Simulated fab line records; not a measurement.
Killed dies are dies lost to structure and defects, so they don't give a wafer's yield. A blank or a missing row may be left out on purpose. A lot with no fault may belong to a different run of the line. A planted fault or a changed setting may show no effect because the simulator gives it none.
A struck lot beside a sound one | flow n5Finfet | 35 steps out of a route of 1938
Sound: wafers L917.1, L917.5, L917.6. Wafers struck: L925.1, L925.2, L925.6. Last of all comes the cause.
Per side, at each step with rows, come the tool, then ch with its chambers, and then its first start. Under that, the readings that differ: sound wafers | struck wafers | difference of the means | sigmas: that difference in standard deviations of wafers without a fault.
alike: a reading whose means differ by less than 2 such deviations, as well as words and numbers matching on both sides. not compared: withheld readings; readings where some wafer has no value; bounds like >300 that might hide an equal value; numbers whose values overlap and for which the record gives no deviation.
Wherever a step has rows on one side only, a row that says differs or no value, or a row with sigmas, the two part there. Numbers that have no deviation but don't overlap get no sigmas and don't part them. A reading missing from all wafers of one side parts the sides only when that side holds two or more wafers.

first, 9 steps without rows for these wafers: N5_BEOL_M8_COAT_22 (resist thk 30 nm); N5_BEOL_M8_EBR_24; N5_BEOL_M8_SOFTBAKE_23 (time 60 s); N5_BEOL_M8_EXPOSE_25 (exposes mask V7, target cd 40 nm); N5_BEOL_M8_PEB_26 (peb time 60 s); N5_BEOL_M8_DEVELOP_27 (develop time 30 s); N5_BEOL_M8_DESCUM_33 (chemistry O2, time 7 s); N5_BEOL_M8_ETCH_72 (etches underlayer in N2/H2, target depth 6.5 nm, time 5.2 s); N5_BEOL_M8_ETCH_65 (etches SiARC in CF4, target depth 15.6 nm, time 26 s).
N5_BEOL_M8_ETCH_66: etches SOC in N2/H2, target depth 80 nm, overetch 16 nm, time 120 s.
  sound on rieDiel-05 ch 0,2,3, day 11 17:33; struck on rieDiel-05 ch 1,2, day 13 23:16
  alike: chamberPressureMTorr, drypumpMotorCurrentA, oesProductAu, rfVppV, showerheadPlenumPTorr, tempC, throttleValvePct
  not compared: rfHoursCounterH
then, 24 steps without rows for these wafers: N5_BEOL_M8_STRIP_69 (strips in N2/H2); N5_BEOL_M8_STRIP_73 (strips in N2/H2); N5_BEOL_M8_VIA_ETCH_34 (etches SiCOH lowk in C4F6/O2, target depth 125.5 nm, time 50.5 s); N5_BEOL_M8_STRIP_76 (strips in C4F6/O2); N5_BEOL_M8_STRIP_36 (strips in N2/H2); N5_BEOL_M8_TRENCH_ETCH_37 (etches SiCOH lowk in C4F6/O2, target depth 93.478 nm, time 31.2 s); N5_BEOL_M8_ETCH_41 (etches SiCN in CH3F/O2, target depth 31.9 nm, time 57.8 s); N5_BEOL_M8_STRIP_80 (strips in N2/H2, time 10 s); N5_BEOL_M8_HM_STRIP_39 (strips TiN in peroxide tin strip, target depth 25 nm, time 158 s); N5_BEOL_M8_SRD_40 (time 30 s); N5_BEOL_M8_PRECLEAN_42 (cleans in residue remover, time 60 s); N5_BEOL_M8_SRD_43 (time 30 s); N5_BEOL_M8_CURE_75 (cures SiCOH lowk, time 120 s); N5_BEOL_M8_DEGAS_44 (time 60 s); N5_BEOL_M8_PRE_CLEAN_45 (time 30 s); N5_BEOL_M8_ALD_77 (deposits TaN, target thk 2 nm, pulse time 2 s, purge time 3 s); N5_BEOL_M8_SURFACE_TREAT_79; N5_BEOL_M8_CVD_78 (deposits Co from CCTBA/H2, target thk 2 nm, time 142.3 s); N5_BEOL_M8_SPUTTER_48 (material Cu, target thk 10 nm, time 1.667 s); N5_BEOL_M8_ECD_50 (material Cu, target thk 300 nm); N5_BEOL_M8_ANNEAL_51 (time 90 s); N5_BEOL_M8_CMP_52 (polishes, stops on SiCOH lowk, t overpolish 6.9 s, target thk 80 nm); N5_BEOL_M8_PRE_CLEAN_55 (time 15 s); N5_BEOL_M8_DEP_56 (deposits SiCN from 3MS/NH3, target thk 10 nm, time 17.5 s).
-- the record jumps here: 3 days lie between the struck wafers' starts before and after (it left off in module BEOL_M8 and takes up again in module PASSIVATION, whose first step shown is number 1936 of the route) --
N5_PASSIVATION_PROBE_49:
  sound on prober-01 at day 14 11:41; struck on prober-01 at day 16 12:07
reading                 | sound          | struck         | difference | sigmas
defectLimitedYield (%)  | 89.2 92.7 91.4 | 82.5 84.7 83.4 | -7.6       | -5
killed_at_M4_up         | 20 12 27       | 151 99 85      | +92        | +17
killedDies              | 128 86 101     | 207 180 196    | +89        | +5
killedOnRim             | 20 12 8        | 11 28 28       | +9         | +2
sort_bin_5_function (%) | 6.0 4.3 5.8    | 11.0 9.9 9.7   | +4.8       | +5
sortNPass               | 1052 1094 1079 | 973 1000 984   | -89        | -5
sortYieldPct (%)        | 89.2 92.7 91.4 | 82.5 84.7 83.4 | -7.6       | -5
  alike: killed_at_M0_to_M3, killedAtContacts, killedAtFrontEnd, killedAtOther, killedOpen, killedShort, sort_bin_6_memory, sort_bin_8_speed

## WHERE THEY PART
N5_PASSIVATION_PROBE_49 only, going by this record.

WHY: what had been put in by the simulator
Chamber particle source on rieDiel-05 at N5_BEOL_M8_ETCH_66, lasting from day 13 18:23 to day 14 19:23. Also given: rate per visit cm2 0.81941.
